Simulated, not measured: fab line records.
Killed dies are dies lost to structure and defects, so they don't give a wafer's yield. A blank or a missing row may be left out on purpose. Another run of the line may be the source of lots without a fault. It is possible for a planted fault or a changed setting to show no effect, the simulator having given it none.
Which tool is to blame? ; flow nandHarc ; 12 lots, 36 wafers sampled, at 5 steps of a route of 1302

## WHAT THE GAUGES SHOWED, per wafer
NHARC_END_SORT_01. Usual: killedAtArray 58, standard deviation 15; killedAtOther 0.8, standard deviation 1.2; killedAtPeriphery 3.5, standard deviation 2.5; killedDies 62, standard deviation 15; killedOpen 3.2, standard deviation 1.7; killedShort 2.4, standard deviation 1.5.
lot;measured;on;killedAtArray;killedAtOther;killedAtPeriphery;killedDies;killedOpen;killedShort;flag
L742;day 24 04:58;prober-02;71 66 82;2 0 0;0 4 0;73 70 82;4 5 5;2 2 1;
L744;day 24 14:47;prober-01;79 60 66;0 1 0;0 3 1;79 64 67;2 1 1;2 5 3;
L743;day 24 14:47;prober-02;59 54 58;0 1 0;2 3 4;61 58 62;2 3 5;0 1 1;
L747;day 25 19:49;prober-01;43 48 58;1 0 1;6 3 3;50 51 62;4 5 2;2 2 4;
L749;day 27 20:07;prober-02;61 67 53;2 1 1;8 5 7;71 73 61;8 4 2;3 3 2;
L757;day 30 11:59;prober-01;673 675 674;1 0 0;3 2 3;677 677 677;8 4 7;1 3 1;OFF
L755;day 30 12:04;prober-02;674 671 669;0 0 0;3 6 8;677 677 677;3 3 3;4 3 3;OFF
L760;day 32 05:58;prober-02;39 51 49;0 0 0;10 4 5;49 55 54;4 2 3;1 2 1;
L762;day 32 19:12;prober-01;68 67 55;2 0 2;3 3 1;73 70 58;4 2 3;3 3 0;
L763;day 33 04:34;prober-02;57 63 61;1 0 0;5 1 5;63 64 66;3 3 3;5 1 4;
L765;day 33 20:29;prober-01;44 55 49;4 3 1;1 2 2;49 60 52;2 3 2;5 3 4;
L764;day 35 07:50;prober-01;52 53 56;1 0 0;3 2 2;56 55 58;3 2 1;3 1 5;

## WHAT TOOL EACH LOT RAN ON (gives the tool, then ch and the chambers of the sampled wafers, and finally the start)
lot;NHARC_A_SLIT_ETCH_26;NHARC_A_WL_FILL_ETCHBACK_05;NHARC_A_WL_FILL_STRIP_27;NHARC_A_WL_FILL_STRIP_29
L742;harEtch-01 ch 0,1, day 19 19:38;rieMetal-03 ch 0,1, day 20 05:19;plasmaAsher-02 ch 0,1, day 20 05:29;rieDiel-09 ch 1,2,3, day 20 16:14
L744;harEtch-01 ch 0,1, day 20 09:39;rieMetal-03 ch 0,1, day 20 19:17;plasmaAsher-02 ch 0,1, day 20 19:25;rieDiel-09 ch 2,3, day 21 05:37
L743;harEtch-02 ch 0,1, day 20 11:58;rieMetal-02 ch 0,1, day 20 21:40;plasmaAsher-02 ch 0,1, day 20 21:48;rieDiel-03 ch 0,2,3, day 21 05:32
L747;harEtch-02 ch 0,1, day 21 15:06;rieMetal-03 ch 1, day 22 00:49;plasmaAsher-02 ch 0,1, day 22 00:58;rieDiel-10 ch 0,3, day 22 10:31
L749;harEtch-02 ch 0,1, day 23 01:45;rieMetal-02 ch 0,1, day 23 11:19;plasmaAsher-02 ch 0,1, day 23 11:29;rieDiel-03 ch 0,3, day 23 23:20
L757;harEtch-01 ch 0,1, day 25 22:43;rieMetal-03 ch 0,1, day 26 08:24;plasmaAsher-01 ch 0,1, day 26 09:02;rieDiel-10 ch 0,1, day 26 22:50
L755;harEtch-02 ch 0,1, day 26 00:31;rieMetal-01 ch 0,1, day 26 11:00;plasmaAsher-01 ch 0,1, day 26 11:08;rieDiel-09 ch 0,2,3, day 26 22:58
L760;harEtch-02 ch 0,1, day 27 19:45;rieMetal-03 ch 0,1, day 28 05:22;plasmaAsher-01 ch 0,1, day 28 05:30;rieDiel-10 ch 1,3, day 28 15:08
L762;harEtch-02 ch 0,1, day 28 00:22;rieMetal-02 ch 0,1, day 28 11:16;plasmaAsher-01 ch 0,1, day 28 11:26;rieDiel-03 ch 1,2,3, day 28 21:31
L763;harEtch-01 ch 0,1, day 28 10:47;rieMetal-03 ch 0,1, day 28 20:26;plasmaAsher-02 ch 1, day 28 21:13;rieDiel-10 ch 1,2,3, day 29 09:02
L765;harEtch-02 ch 0,1, day 29 10:47;rieMetal-03 ch 0,1, day 29 20:25;plasmaAsher-02 ch 0,1, day 29 20:34;rieDiel-09 ch 0,2, day 30 07:18
L764;harEtch-01 ch 1, day 30 19:28;rieMetal-03 ch 0,1, day 31 05:19;plasmaAsher-02 ch 0,1, day 31 05:28;rieDiel-10 ch 0,1,2, day 31 17:53
- NHARC_A_SLIT_ETCH_26: etches the open film in C4F8/O2/Ar, time 90 s, target depth 400 nm.
- NHARC_A_WL_FILL_ETCHBACK_05: etches the open film in Cl2/BCl3, target depth 22 nm, time 60 s.
- NHARC_A_WL_FILL_STRIP_27: strips in N2/H2, time 20 s.
- NHARC_A_WL_FILL_STRIP_29: strips in O2, time 20 s.

## WHAT THE TOOLS THEMSELVES READ (means of the sampled wafers that have a number; where no wafer has one, the mark that the record gives instead)
NHARC_A_SLIT_ETCH_26. Usual: drypumpMotorCurrentA 5.60 A, standard deviation 0.14; heBacksideLeakSccm 6.2 sccm, standard deviation 0.95; showerheadPlenumPTorr 3.61 Torr, standard deviation 0.087; throttleValvePct 27.618 %, standard deviation 0.0093.
lot;tool;drypumpMotorCurrentA (A);heBacksideLeakSccm (sccm);showerheadPlenumPTorr (Torr);throttleValvePct (%);flag
L742;harEtch-01;5.57;7.8;3.62;27.628;
L744;harEtch-01;5.49;6.7;3.56;27.622;
L743;harEtch-02;5.71;5.2;3.69;27.622;
L747;harEtch-02;5.66;5.3;3.67;27.606;
L749;harEtch-02;5.70;5.1;3.67;27.618;
L757;harEtch-01;5.46;7.2;3.52;27.607;
L755;harEtch-02;5.71;5.2;3.65;27.613;
L760;harEtch-02;5.71;5.5;3.64;27.624;
L762;harEtch-02;5.70;5.4;3.63;27.615;
L763;harEtch-01;5.56;6.9;3.56;27.620;
L765;harEtch-02;5.65;5.5;3.61;27.621;
L764;harEtch-01;5.64;7.2;3.61;27.612;

NHARC_A_WL_FILL_ETCHBACK_05. Usual: chamberPressureMTorr 9.999 mTorr, standard deviation 0.0089; drypumpMotorCurrentA 5.5 A, standard deviation 0.41; heBacksideLeakSccm 3.40 sccm, standard deviation 0.14; oesProductAu 1.000 a.u., standard deviation 0.0075.
lot;tool;chamberPressureMTorr (mTorr);drypumpMotorCurrentA (A);heBacksideLeakSccm (sccm);oesProductAu (a.u.);flag
L742;rieMetal-03;9.999;5.7;3.45;1.007;
L744;rieMetal-03;10.000;5.7;3.35;1.005;
L743;rieMetal-02;9.997;5.9;3.57;0.998;
L747;rieMetal-03;10.000;5.4;3.39;1.003;
L749;rieMetal-02;10.000;5.7;3.29;0.994;
L757;rieMetal-03;-;-;-;-;OFF
L755;rieMetal-01;-;-;-;-;OFF
L760;rieMetal-03;10.005;5.7;3.46;1.002;
L762;rieMetal-02;9.993;5.9;3.42;1.007;
L763;rieMetal-03;9.988;5.6;3.34;1.006;
L765;rieMetal-03;10.003;5.6;3.31;0.991;
L764;rieMetal-03;10.000;5.6;3.40;1.008;

NHARC_A_WL_FILL_STRIP_27. Usual: drypumpMotorCurrentA 5.8 A, standard deviation 0.54; heaterPowerW 332 W, standard deviation 34; rfReflPowerW 24 W, standard deviation 4.9.
lot;tool;drypumpMotorCurrentA (A);heaterPowerW (W);rfReflPowerW (W);flag
L742;plasmaAsher-02;6.1;345;25;
L744;plasmaAsher-02;6.1;345;26;
L743;plasmaAsher-02;6.2;345;24;
L747;plasmaAsher-02;5.7;356;26;
L749;plasmaAsher-02;5.7;354;-;OFF
L757;plasmaAsher-01;5.7;287;19;
L755;plasmaAsher-01;5.7;307;24;
L760;plasmaAsher-01;5.7;288;19;
L762;plasmaAsher-01;5.7;292;19;
L763;plasmaAsher-02;6.6;380;-;OFF
L765;plasmaAsher-02;6.1;366;-;OFF
L764;plasmaAsher-02;6.1;374;24;

NHARC_A_WL_FILL_STRIP_29. Usual: drypumpMotorCurrentA 5.79 A, standard deviation 0.29; oesProductAu 1.002 a.u., standard deviation 0.0065; rfVppV 57.8 V, standard deviation 0.88; showerheadPlenumPTorr 3.57 Torr, standard deviation 0.15; throttleValvePct 17.036 %, standard deviation 0.0088.
lot;tool;drypumpMotorCurrentA (A);oesProductAu (a.u.);rfVppV (V);showerheadPlenumPTorr (Torr);throttleValvePct (%);flag
L742;rieDiel-09;5.96;0.993;58.1;3.60;17.036;
L744;rieDiel-09;5.91;1.004;59.4;3.68;17.033;
L743;rieDiel-03;5.69;1.009;57.6;3.62;17.035;
L747;rieDiel-10;5.92;1.003;58.1;3.41;17.048;
L749;rieDiel-03;5.72;1.001;57.7;3.49;17.032;
L757;rieDiel-10;5.91;1.001;57.7;3.52;17.044;
L755;rieDiel-09;5.90;1.002;58.0;3.56;17.045;
L760;rieDiel-10;5.64;1.003;57.9;3.58;17.035;
L762;rieDiel-03;5.68;1.008;57.6;3.54;17.026;
L763;rieDiel-10;5.58;0.999;57.4;3.63;17.033;
L765;rieDiel-09;5.67;1.006;58.3;3.64;17.035;
L764;rieDiel-10;5.87;0.999;57.6;3.56;17.040;

## THE ANSWER, worked out from the rows above alone
Rule: a lot counts as off when the mean over its wafers that have a number is more than 3 standard deviations away from the usual mean. Also off: a lot with no number at a reading for which 4 or more lots have one. Any other lot the step has rows for is counted as sound. After the gauges, taken in route order, come the tools' own readings; for these a lot's mean is taken, as printed above. At the first step where some lot is off, the reading lying furthest off is the one used; lots without a number count as furthest.
Off: L757, L755, at NHARC_END_SORT_01 (killedAtArray).
If a tool, at a process step before that reading, ran all the lots that are off and no sound lot after the first of them, it fits. Not tried: the gauges at NHARC_END_SORT_01; whatever is off there is also off at NHARC_A_WL_FILL_ETCHBACK_05, on other tools, and gauge error can't account for it. Not one of the candidates tried fits.

## WHAT WAS PUT IN BY THE SIMULATOR
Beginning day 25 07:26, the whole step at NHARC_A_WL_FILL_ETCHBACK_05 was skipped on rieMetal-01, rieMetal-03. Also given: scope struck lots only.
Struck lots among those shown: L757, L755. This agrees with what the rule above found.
